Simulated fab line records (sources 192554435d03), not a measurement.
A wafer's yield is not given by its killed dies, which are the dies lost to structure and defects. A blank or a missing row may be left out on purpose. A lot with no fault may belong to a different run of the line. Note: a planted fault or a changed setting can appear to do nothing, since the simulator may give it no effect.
Lot-split experiment | flow n5_finfet | 21 wafers read across 7 lots, on a route 1938 steps long

== THE SPLIT ITSELF ==
At N5_MOL_CONTACT_COAG_ALD_133 (deposits SiO2, target thk 5 nm, pulse time 1 s, co reactant pulse time 1 s), the setting ald_cycles was moved away from the recipe's 35 on 13 of the 21 wafers read, by -14.3% to +14.3%. The other wafers ran this setting at the recipe's value.

Reading taken at the split's own step.

== THE READING ==
SiO2_of_MOL_CONTACT_COAG_ALD_133.thk_nm (the simulator's own value, which no gauge read), in nm, at N5_MOL_CONTACT_COAG_ALD_133 (deposits SiO2, target thk 5 nm, pulse time 1 s, co reactant pulse time 1 s). The file does not state a usual value for it.

wafer  | tool, chamber at the split | ald_cycles as run | against the recipe | SiO2_of_MOL_CONTACT_COAG_ALD_133.thk_nm, nm | against lot-mates on the recipe
L074.1 | ald_sin-01, 0              | 35                | recipe             | 5                                           | -
L074.5 | ald_sin-01, 2,1            | 38                | +8.6%              | 5.4                                         | +0.4
L074.6 | ald_sin-01, 2,1            | 38                | +8.6%              | 5.4                                         | +0.4
L075.1 | ald_sin-02, 1,3,0          | 35                | recipe             | 5                                           | -
L075.4 | ald_sin-02, 1,3,0          | 35                | recipe             | 5                                           | -
L075.5 | ald_sin-02, 1,3,0          | 35                | recipe             | 5                                           | -
L080.3 | ald_sin-04, 2,1            | 32                | -8.6%              | 4.6                                         | -0.4
L080.6 | ald_sin-04, 2,1            | 32                | -8.6%              | 4.6                                         | -0.4
L080.4 | ald_sin-04, 0              | 35                | recipe             | 5                                           | -
L085.2 | ald_sin-02, 3,0            | 35                | recipe             | 5                                           | -
L085.3 | ald_sin-02, 3,0            | 35                | recipe             | 5                                           | -
L085.6 | ald_sin-02, 1              | 33                | -5.7%              | 4.8                                         | -0.2
L086.1 | ald_sin-01, 2,3            | 40                | +14.3%             | 5.8                                         | +0.8
L086.4 | ald_sin-01, 2,3            | 40                | +14.3%             | 5.8                                         | +0.8
L086.2 | ald_sin-01, 1              | 35                | recipe             | 5                                           | -
L088.2 | ald_sin-01, 1,3,3          | 33                | -5.7%              | 4.8                                         | no lot-mate on the recipe
L088.4 | ald_sin-01, 1,3,3          | 33                | -5.7%              | 4.8                                         | no lot-mate on the recipe
L088.5 | ald_sin-01, 1,3,3          | 33                | -5.7%              | 4.8                                         | no lot-mate on the recipe
L092.3 | ald_sin-02, 0,2,2          | 30                | -14.3%             | 4.2                                         | no lot-mate on the recipe
L092.4 | ald_sin-02, 0,2,2          | 30                | -14.3%             | 4.2                                         | no lot-mate on the recipe
L092.6 | ald_sin-02, 0,2,2          | 30                | -14.3%             | 4.2                                         | no lot-mate on the recipe
Where a row lists several chambers, the file gives one row for several wafers and doesn't say which wafer went through which chamber.

THE FIT
A straight line over all 21 wafers: SiO2_of_MOL_CONTACT_COAG_ALD_133.thk_nm changes by +0.0526 nm for each +1% of ald_cycles; r = +0.99; the points scatter about the line by 0.055 nm.
The same after taking each lot's own level away (the mean of its wafers on the recipe; 15 wafers): +0.0508 nm for each +1%; r = +0.99; scatter 0.04 nm.
That fit puts the effect of the largest move of ald_cycles on the reading at 0.73 nm.
The lots' own levels span 5.00 to 5.00 nm.
The two slopes are in agreement: the lot-to-lot level therefore moves the slope only a little.
Check: for one of the wafers moved furthest among these (+14.3%), held out of the fit, the line's prediction against its lot-mates is +0.717 nm. It came out at +0.8 nm against them.

== ADDITIONAL SPLITS CARRIED BY THESE WAFERS ==
Note: prior to the reading, these wafers also went through further splits. Each is held against what the fit with the lots' levels taken away leaves over:
other split on the same wafers        | wafers away from the commonest value | r with SiO2_of_MOL_CONTACT_COAG_ALD_133.thk_nm (lot level and that fit taken away)
N5_MOL_CONTACT_COAG_COAT_104 spin_rpm | 5                                    | -0.39

== FILE'S OWN FIT ==
SiO2_of_MOL_CONTACT_COAG_ALD_133.thk_nm changes by +0.0506 nm for each +1% of ald_cycles, r = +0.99.
